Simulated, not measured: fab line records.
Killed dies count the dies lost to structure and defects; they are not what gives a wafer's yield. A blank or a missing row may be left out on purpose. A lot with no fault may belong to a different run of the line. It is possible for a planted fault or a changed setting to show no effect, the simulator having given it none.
Matching of chambers -- flow nand_harc -- rie_diel-02 running NHARC_A_STAIRCASE_ETCH_292: 4 sister chambers
The step etches the open film in CF4/CHF3. 7 wafers are shown with their chamber, then 7 later ones without.

WAFERS, EACH WITH ITS CHAMBER
wafer,chamber,showerhead_plenum_p_Torr (Torr),drypump_motor_current_A (A)
L080.5,1,1.57,6.1
L078.6,1,1.57,6.1
L083.1,3,1.68,6.6
L083.3,2,1.52,6.0
L083.5,0,1.67,5.7
L089.3,0,1.66,5.8
L089.5,3,1.68,6.5

WAFERS WITH NO CHAMBER GIVEN
wafer,showerhead_plenum_p_Torr (Torr),drypump_motor_current_A (A)
L089.6,1.66,5.7
L091.4,1.51,6.0
L091.5,1.66,5.8
L091.6,1.56,6.1
L096.1,1.67,6.6
L096.4,1.56,6.1
L096.6,1.67,6.6

WHICH CHAMBER EACH WENT THROUGH
wafer,from the rows above,in truth
L089.6,0,0
L091.4,2,2
L091.5,0,0
L091.6,1,1
L096.1,3,3
L096.4,1,1
L096.6,3,3
7 of 7 placed correctly. Left unplaced by these rows: 0. Placed wrongly: 0.
How it was worked out, from the rows above alone: a wafer's distance from a chamber is the root of the sum, over the readings, of the square of ((its reading less the chamber's mean) divided by the reading's scatter). The wafer belongs to the nearest chamber; if the next one is less than 2 further off, it can't be placed. The mean given for a chamber averages the wafers shown for that chamber. The scatter: take each reading less its chamber's mean, square it, sum over the shown wafers, divide by the number of wafers less the number of chambers, and take the root.
